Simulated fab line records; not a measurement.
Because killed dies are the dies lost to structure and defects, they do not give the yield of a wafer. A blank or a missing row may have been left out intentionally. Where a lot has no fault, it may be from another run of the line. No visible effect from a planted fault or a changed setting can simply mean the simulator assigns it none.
The same fault as seen by 2 desks ; flow n5 finfet ; what lay behind the numbers comes last; until then each desk has only its own

## TOOL OWNER'S DESK, pecvd-04
The tool's own readings at N5_FIN_SAQP_PECVD_47 (deposits a-Si from SiH4/He, target thk 45 nm, time 36.3 s): means of the sampled wafers that have a number, for each lot that ran on this tool. Any lot whose mean is over 4 standard deviations away from the usual mean is out of limits and marked OUT; that distance is given in the brackets.
Columns: A = heater power w at N5_FIN_SAQP_PECVD_47, usual 876 W; B = run length s at N5_FIN_SAQP_PECVD_47, usual 72.7 s; C = showerhead plenum p Torr at N5_FIN_SAQP_PECVD_47, usual 5.67 Torr; D = susceptor temp C at N5_FIN_SAQP_PECVD_47, usual 399.99 C; E = throttle valve pct at N5_FIN_SAQP_PECVD_47, usual 18.2 %
lot;first seen here;A;B;C;D;E
L353;day 3 03:13;878;72.4;5.64;399.96;17.9
L360;day 4 23:01;782;72.3;5.65;399.91;17.4
L362;day 5 10:01;862;78.3 (+12) OUT;5.65;400.02;18.3
L364;day 5 21:11;789;75.3 (+5.3) OUT;5.65;400.16;17.4
Finding of this desk: L362, L364 out of limits; the first was L362 at day 5 10:01, on run length s at N5_FIN_SAQP_PECVD_47. L353, L360 stayed within limits.

## FROM THE METROLOGY DESK
What the gauges read, lot by lot, whatever tool the lot ran on: means of the sampled wafers that have a number. Any lot whose mean is over 4 standard deviations away from the usual mean is out of limits and marked OUT; that distance is given in the brackets. Only the readings that lie furthest out on some lot appear, 7 of the 11 it has.
Columns: A = DIBL_N at N5_BEOL_M4_RC_MEAS_101, usual 36.1 mV/V; B = DIBL_P at N5_BEOL_M4_RC_MEAS_101, usual 35.8 mV/V; C = IOFF_N at N5_BEOL_M4_RC_MEAS_101, usual 0.16 nA/um; D = IOFF_P at N5_BEOL_M4_RC_MEAS_101, usual 0.21 nA/um; E = ION_N at N5_BEOL_M4_RC_MEAS_101, usual 673 uA/um; F = SS_P at N5_BEOL_M4_RC_MEAS_101, usual 73.3 mV/dec; G = VT_N at N5_BEOL_M4_RC_MEAS_101, usual 250 mV
lot;first seen here;A;B;C;D;E;F;G
L353;day 3 03:11;38.6;39.0;0.19;0.25;680;74.1;249
L360;day 4 22:59;35.5;34.3;0.14;0.19;663;73.1;251
L362;day 5 09:58;36.5;36.2;0.17;0.21;680;73.4;247
L363;day 5 15:16;34.1;34.6;0.13;0.19;658;72.8;252
L364;day 5 21:08;38.9;39.9;0.21;0.24;686;74.1;246
L368;day 6 21:41;36.4;36.0;0.17;0.24;671;73.5;250
L369;day 7 03:37;37.4;36.9;0.19;0.25;679;73.9;247
L371;day 7 16:39;35.7;36.9;0.18;0.22;681;73.8;246
This desk's finding: nothing out of limits on any of the 8 lots.

## PUT TOGETHER
The tool owner's desk had the chance to raise an alarm at day 5 10:01 on L362, L364.
At the metrology desk, nothing out of limits was observed.
The metrology desk holds a record of L362, L364, inside its limits.
All the named lots went through N5_FIN_SAQP_PECVD_47 on pecvd-04.

## WHAT THE SIMULATOR HAD INSERTED
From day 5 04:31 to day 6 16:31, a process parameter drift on pecvd-04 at N5_FIN_SAQP_PECVD_47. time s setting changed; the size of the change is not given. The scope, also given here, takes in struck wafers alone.
Lots struck among those shown: L362, L364.
Time in hours from fault onset to the first out-of-limits reading at each desk: the tool owner's desk, 6.
